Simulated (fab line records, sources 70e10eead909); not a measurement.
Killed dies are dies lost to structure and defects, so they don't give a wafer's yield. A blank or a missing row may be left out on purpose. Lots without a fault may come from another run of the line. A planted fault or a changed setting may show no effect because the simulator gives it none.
fab line records | flow nand_harc
record lots=6 wafers=16 last_day=33
route steps=1302 shown A_STAIRCASE@690 END@1302
lots that met no fault: from a run of the same line without faults
start_h: hours from the record's first day to the start of the lot's first wafer shown | wait_h: hours since the lot's step before | " the same as in the row above | L1.1+2: a row that stands for several wafers | - no value, or no start given | * or withheld: withheld | < > ~ a bound
route shown NAME@n: a module of which the file shows steps, and the number in the route of the first | usual: mean/standard deviation of fault-free wafers | same: alike in all rows | chamber/n: place in a boat | sites: the reading at each site | _std_site: their standard deviation | _edge_site: outer sites' mean less inner sites' | radius_mm: how far each site lies from the wafer's centre | mask NAME#n: copy n | behind: the tool/chamber that last shaped the wafer | hold: why the lot was held/for how many hours/how that ended | device: the transistor (n, p or np) that didn't switch | end of line: the same wafers' tests at the end of the route | a step without rows: its recipe alone | killed: dies lost to structure and defects at the first sort, not the wafer's yield | map: a wafer's dies, x killed, . not, _ none there
set.NAME: the setting as run; set.NAME@STEP: as run at that earlier step | model.NAME: the simulator's own value behind a step, which no gauge read
lots at some steps of the route; a table a step, a row a wafer
services: from which hour (start_h, from the record's first day; less than 0 if before it) a tool's chamber was out of use, for how many hours, and why
## steps
# step NHARC_A_STAIRCASE_DEHYDRATE_176
# recipe temp_c=150 time_s=120
# step NHARC_A_STAIRCASE_HMDS_177
# recipe time_s=30
# step NHARC_A_STAIRCASE_COAT_178
# recipe spin_rpm=1200
# step NHARC_A_STAIRCASE_SOFTBAKE_179
# recipe temp_c=135 time_s=170
# step NHARC_A_STAIRCASE_EBR_180
# step NHARC_A_STAIRCASE_EXPOSE_181
# recipe na=0.5 dose_mj=27.87 mask_id=STAIR_2
# step NHARC_A_STAIRCASE_PEB_182
# recipe peb_temp_c=115 peb_time_s=130
# step NHARC_A_STAIRCASE_DEVELOP_183
# recipe time_s=140
# step NHARC_A_STAIRCASE_HARDBAKE_185
# recipe temp_c=120 time_s=140
# step NHARC_A_STAIRCASE_DESCUM_186
# recipe time_s=3 o2_flow_sccm=200 ar_flow_sccm=0 bias_power_w=0 chemistry=O2
# usual drypump_motor_current_A=5.8/0.35 oes_product_au=1.000/0.012 rf_vpp_V=57.7/1 showerhead_plenum_p_Torr=1.89/0.093 throttle_valve_pct=11.310/0.0095
# columns lot.wafer tool chamber start_h wait_h drypump_motor_current_A oes_product_au rf_hours_counter_h rf_vpp_V showerhead_plenum_p_Torr throttle_valve_pct
L647.2 rie_diel-03 1 424.27 - 5.7 1.010 40 57.8 1.93 11.295
L647.3 " 2 " " 6.2 1.002 44 58.3 1.81 11.308
L647.5 " 1 " " 5.7 1.020 - 59.3 1.93 11.317
L654.2 rie_diel-03 1 502.07 - 5.7 1.007 11 56.7 1.92 11.316
L654.4 " 0 " " 6.1 0.998 12 57.7 2.07 11.284
L655.4 rie_diel-03 2 506.54 - 6.2 0.997 11 57.6 1.80 11.302
L655.1 " 3 " " 5.4 1.018 13 57.2 1.82 11.329
L662.4 rie_diel-13 2 583.34 - 6.1 0.997 20 57.9 2.01 11.302
L662.3 " 0 " " 5.9 1.000 19 58.4 1.95 11.313
L662.6 " 3 " " 5.1 0.978 - 58.1 1.79 11.316
L661.1 rie_diel-03 0 587.45 - 6.2 1.008 44 57.6 2.06 11.321
L661.2 " 1 " " 5.7 1.004 47 57.0 1.91 11.306
L661.4 " 2 " " 6.1 1.000 47 57.2 1.79 11.299
L663.1 rie_diel-13 0 597.17 - 5.9 0.989 22 57.4 1.95 11.306
L663.2 " 3 " " 5.1 0.960 22 57.5 1.79 11.324
L663.6 " 0 " " 5.9 0.990 - 59.3 1.95 11.317
# step NHARC_A_STAIRCASE_TRIM_187
# recipe time_s=211.2 o2_flow_sccm=500 ar_flow_sccm=0 bias_w=0 chemistry=O2
# usual drypump_motor_current_A=5.8/0.34 oes_product_au=1.001/0.01 rf_vpp_V=57.8/0.84 showerhead_plenum_p_Torr=3.50/0.16 throttle_valve_pct=17.035/0.0089
# columns lot.wafer tool chamber start_h wait_h drypump_motor_current_A oes_product_au rf_hours_counter_h rf_vpp_V showerhead_plenum_p_Torr throttle_valve_pct
L647.3 rie_diel-03 3 424.37 0.1 5.4 1.010 47 56.6 3.38 17.040
L647.2 " 1 " " 5.7 1.018 40 58.0 3.56 17.042
L647.5 " 3 " " 5.4 1.009 - 58.2 3.38 17.034
L654.2 rie_diel-03 2 502.33 0.3 6.2 0.993 9 58.2 3.34 17.042
L654.4 " 0 " " 6.2 0.996 13 58.7 3.80 17.023
L655.4 rie_diel-03 3 506.63 0.1 5.4 1.019 13 56.8 3.36 17.034
L655.1 " 0 " " 6.2 0.998 15 56.8 3.80 17.035
L662.4 rie_diel-13 0 583.43 0.1 5.9 0.995 19 58.6 3.59 17.034
L662.3 " 1 " " 5.6 0.987 19 56.1 3.62 17.045
L662.6 " 1 " " 5.6 0.993 - 56.6 3.62 16.999
L661.2 rie_diel-03 2 587.59 0.1 6.2 0.980 47 57.6 3.31 17.032
L661.1 " 3 " " 5.4 0.997 44 57.0 3.35 17.029
L661.4 " 1 " " 5.7 1.005 47 57.9 3.52 17.036
L663.2 rie_diel-13 0 597.25 0.1 5.9 1.009 22 57.3 3.59 17.034
L663.1 " 3 " " 5.1 0.991 22 56.7 3.31 17.027
L663.6 " 1 " " 5.6 0.999 - 58.2 3.62 17.043
# step NHARC_A_STAIRCASE_ETCH_188
# recipe target_depth_a=1000 time_s=40.5 ion_energy_ev=400 c4f8_flow_sccm=20 o2_flow_sccm=10 ar_flow_sccm=withheld rf_w=600 bias_w=1000 chemistry=C4F8/O2
# usual oes_product_au=0.940/0.015 rf_vpp_V=895/5.8
# columns lot.wafer tool chamber start_h wait_h oes_product_au rf_hours_counter_h rf_vpp_V
L647.3 rie_diel-03 0 424.52 - 0.966 44 887
L647.2 " 1 " " 0.962 40 896
L647.5 " 2 " " 0.934 - 889
L654.2 rie_diel-03 2 502.55 - 1.093 9 890
L654.4 " 3 " " 0.945 11 891
L655.4 rie_diel-03 3 506.79 - 0.943 13 890
L655.1 " 0 " " 1.104 15 904
L662.3 rie_diel-13 2 583.58 - 0.937 20 901
L662.4 " 3 " " 0.925 19 889
L662.6 " 3 " " 0.933 - 888
L661.2 rie_diel-03 3 587.75 - 0.943 45 889
L661.1 " 1 " " 0.941 47 896
L661.4 " 2 " " 0.923 47 887
L663.2 rie_diel-13 3 597.41 - 0.943 22 888
L663.1 " 1 " " 0.924 23 900
L663.6 " 3 " " 0.946 - 887
# step NHARC_A_STAIRCASE_TRIM_189
# recipe time_s=211.2 o2_flow_sccm=500 ar_flow_sccm=0 bias_w=0 chemistry=O2
# usual drypump_motor_current_A=5.8/0.34 oes_product_au=1.001/0.01 rf_vpp_V=57.6/0.9 showerhead_plenum_p_Torr=3.50/0.16 throttle_valve_pct=17.037/0.0095
# columns lot.wafer tool chamber start_h wait_h drypump_motor_current_A oes_product_au rf_hours_counter_h rf_vpp_V showerhead_plenum_p_Torr throttle_valve_pct
L647.2 rie_diel-03 2 - - 6.2 1.003 44 57.5 3.35 17.017
L647.3 " 3 " " 5.4 1.006 47 58.9 3.38 17.025
L647.5 " 0 " " 6.2 1.001 - 56.6 3.28 17.049
L654.4 rie_diel-03 3 - - 5.4 1.015 11 56.8 3.37 17.032
L654.2 " 2 " " 6.2 1.001 10 55.9 3.33 17.055
L655.1 rie_diel-03 0 - - 6.1 1.000 15 57.0 3.80 17.035
L655.4 " 2 " " 6.2 0.994 11 58.3 3.33 17.048
L662.3 rie_diel-13 3 - - 5.1 0.983 19 56.4 3.32 17.041
L662.4 " 0 " " 5.9 0.999 19 56.6 3.59 17.026
L662.6 " 3 " " 5.1 0.971 - 55.9 3.32 17.040
L661.4 rie_diel-03 0 - - 6.2 1.001 45 59.2 3.78 17.039
L661.1 " 1 " " 5.7 1.013 47 58.4 3.52 17.029
L661.2 " 2 " " 6.2 0.990 47 55.8 3.32 17.032
L663.2 rie_diel-13 0 - - 5.9 0.994 22 58.5 3.59 17.040
L663.1 " 1 " " 5.6 0.989 23 59.3 3.62 17.040
L663.6 " 1 " " 5.6 1.001 - 57.4 3.62 17.042
# step NHARC_END_SORT_01
# recipe temp_c=25
# usual killed_at_array=54/21 killed_at_other=0.9/1.1 killed_at_periphery=3.5/2.5 killed_dies=58/21 killed_open=3.3/1.9 killed_short=2.6/1.8
# same gross_dies=677
# columns lot.wafer tool chamber start_h wait_h killed_at_array killed_at_other killed_at_periphery killed_dies killed_open killed_short
L654.2 prober-02 0 706.27 2.8 672 3 2 677 3 0
L655.1 prober-01 0 713.27 2.5 668 2 6 676 4 1
# killed by level:class
L654.2 A_STAIRCASE:area_etch=627 A_CHANNEL_HOLE_D1:chamber_film_flake=33 A_CONTACT:chamber_film_flake=4 THIN_TSV:chamber_film_flake=3 A_WL_FILL:geometric_particle:open=2 A_DECK1_JOINT:chamber_film_flake=2 A_STAIRCASE:chamber_film_flake=2 A_M0:geometric_particle:open=1
L655.1 A_STAIRCASE:area_etch=636 A_SLIT:chamber_film_flake=14 A_CHANNEL_HOLE_D2:chamber_film_flake=8 P_GATE:chamber_film_flake=3 A_CONTACT:chamber_film_flake=3 A_BLC:geometric_particle:open=2 P_BONDPAD:chamber_film_flake=2 A_WL_FILL:chamber_film_flake=2
# map L654.2 (x killed, . not)
____________x____________
_________xxxxxxx_________
_______xxxxxxxxxxx_______
______xxxxxxxxxxxxx______
_____xxxxxxxxxxxxxxx_____
____xxxxxxxxxxxxxxxxx____
____xxxxxxxxxxxxxxxxx____
___xxxxxxxxxxxxxxxxxxx___
___xxxxxxxxxxxxxxxxxxx___
__xxxxxxxxxxxxxxxxxxxxx__
__xxxxxxxxxxxxxxxxxxxxx__
_xxxxxxxxxxxxxxxxxxxxxxx_
_xxxxxxxxxxxxxxxxxxxxxxx_
_xxxxxxxxxxxxxxxxxxxxxxx_
_xxxxxxxxxxxxxxxxxxxxxxx_
_xxxxxxxxxxxxxxxxxxxxxxx_
xxxxxxxxxxxxxxxxxxxxxxxxx
xxxxxxxxxxxxxxxxxxxxxxxxx
xxxxxxxxxxxxxxxxxxxxxxxxx
xxxxxxxxxxxxxxxxxxxxxxxxx
xxxxxxxxxxxxxxxxxxxxxxxxx
_xxxxxxxxxxxxxxxxxxxxxxx_
_xxxxxxxxxxxxxxxxxxxxxxx_
_xxxxxxxxxxxxxxxxxxxxxxx_
_xxxxxxxxxxxxxxxxxxxxxxx_
_xxxxxxxxxxxxxxxxxxxxxxx_
__xxxxxxxxxxxxxxxxxxxxx__
__xxxxxxxxxxxxxxxxxxxxx__
___xxxxxxxxxxxxxxxxxxx___
___xxxxxxxxxxxxxxxxxxx___
____xxxxxxxxxxxxxxxxx____
____xxxxxxxxxxxxxxxxx____
_____xxxxxxxxxxxxxxx_____
______xxxxxxxxxxxxx______
_______xxxxxxxxxxx_______
_________xxxxxxx_________
____________x____________
# map L655.1 (x killed, . not)
____________x____________
_________xxxxxxx_________
_______xxxxxxxxxxx_______
______xxxxxxxxxxxxx______
_____xxxxxxxxxxxxxxx_____
____xxxxxxxxxxxxxxxxx____
____xxxxxxxxxxxxxxxxx____
___xxxxxxxxxxxxxxxxxxx___
___xxxxxxxxxxxxxxxxxxx___
__xxxxxxxxxxxxxxxxxxxxx__
__xxxxxxxxxxxxxxxxxxxxx__
_xxxxxxxxxxxxxxxxxxxxxxx_
_xxxxxxxxxxxxxxxxxxxxxxx_
_xxxxxxxxxxxxxxxxxxxxxxx_
_xxxxxxxxxxxxxxxxxxxxxxx_
_xxxxxxxxxxxxxxxxxxxxxxx_
xxxxxxxxxxxxxxxxxxxxxxxxx
xxxxxxxxxxxxxxxxxxxxxxxxx
xxxxxxxxxxxxxxxxxxxxxxxxx
xxxxxxxxxxxxxxxxxxxxxxxxx
xxxxxxxxxxxxxxxxxxxxxxxxx
_xxxxxxxxxxxxxxxxxxxxxxx_
_xxxxxxxxxxxxxxxxxxxxxxx_
_xxxxxxxxxxxxxxxxxxxxxxx_
_xxxxxxxxxxxxxxxxxxxxxxx_
_xxxxxxxxxxxxxxxxxxxxxxx_
__xxxxxxxxxxxx.xxxxxxxx__
__xxxxxxxxxxxxxxxxxxxxx__
___xxxxxxxxxxxxxxxxxxx___
___xxxxxxxxxxxxxxxxxxx___
____xxxxxxxxxxxxxxxxx____
____xxxxxxxxxxxxxxxxx____
_____xxxxxxxxxxxxxxx_____
______xxxxxxxxxxxxx______
_______xxxxxxxxxxx_______
_________xxxxxxx_________
____________x____________
## services
# columns tool chamber start_h hours kind
rie_diel-13 0 401.64 10.6 repair
rie_diel-03 0 416.80 - clean
rie_diel-03 1 416.80 - clean
rie_diel-03 2 416.80 - clean
rie_diel-03 3 416.80 - clean
rie_diel-03 0 442.56 - clean
rie_diel-03 1 442.56 - clean
rie_diel-03 2 442.56 - clean
rie_diel-03 3 442.56 - clean
rie_diel-03 - 461.71 9.0 pm
rie_diel-03 0 461.71 9.0 vent_cycle
rie_diel-03 1 461.71 9.0 vent_cycle
rie_diel-03 2 461.71 9.0 vent_cycle
rie_diel-03 3 461.71 9.0 vent_cycle
rie_diel-03 0 470.71 - clean
rie_diel-03 0 470.71 - consumable_replace:showerhead
rie_diel-03 1 470.71 - clean
rie_diel-03 2 470.71 - clean
rie_diel-13 1 485.28 3.4 repair
rie_diel-13 3 517.00 2.9 repair
rie_diel-13 2 518.14 4.1 repair
rie_diel-13 - 520.08 9.0 pm
rie_diel-03 2 563.07 2.6 repair
rie_diel-13 - 586.75 0.2 repair
## key
first_sign step=NHARC_A_STAIRCASE_ETCH_188 reading=oes_product_au direction=up sigmas=11 usual=0.940 struck=1.099
effect step=NHARC_END_SORT_01 reading=killed_dies direction=up sigmas=29 usual=58 struck=676
more_kills_born_at NHARC_A_STAIRCASE_ETCH_188@rie_diel-03=1263
met_at NHARC_A_STAIRCASE_ETCH_188
struck_wafers L654.2,L655.1
later_rows_left_out L654.2,L655.1
tester_left_out L654,L655
onset_between 424.52 502.55
fault kind=process_parameter_drift tool=rie_diel-03 chamber=- onset_h=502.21 steps=NHARC_A_STAIRCASE_ETCH_188 channel=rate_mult offset=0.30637 shape=step end_h=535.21 scope=struck_wafers_only
# tester_left_out: of these lots the tester's yield and bins aren't shown, on N5 and GAA mostly nor the transistor test; their killed dies are dies lost to structure and defects alone, not to doping, threshold or leakage, so they don't give the yield
# later_rows_left_out: the simulator's readings of these wafers behind a module that went badly wrong aren't trusted and aren't shown, but for the sort
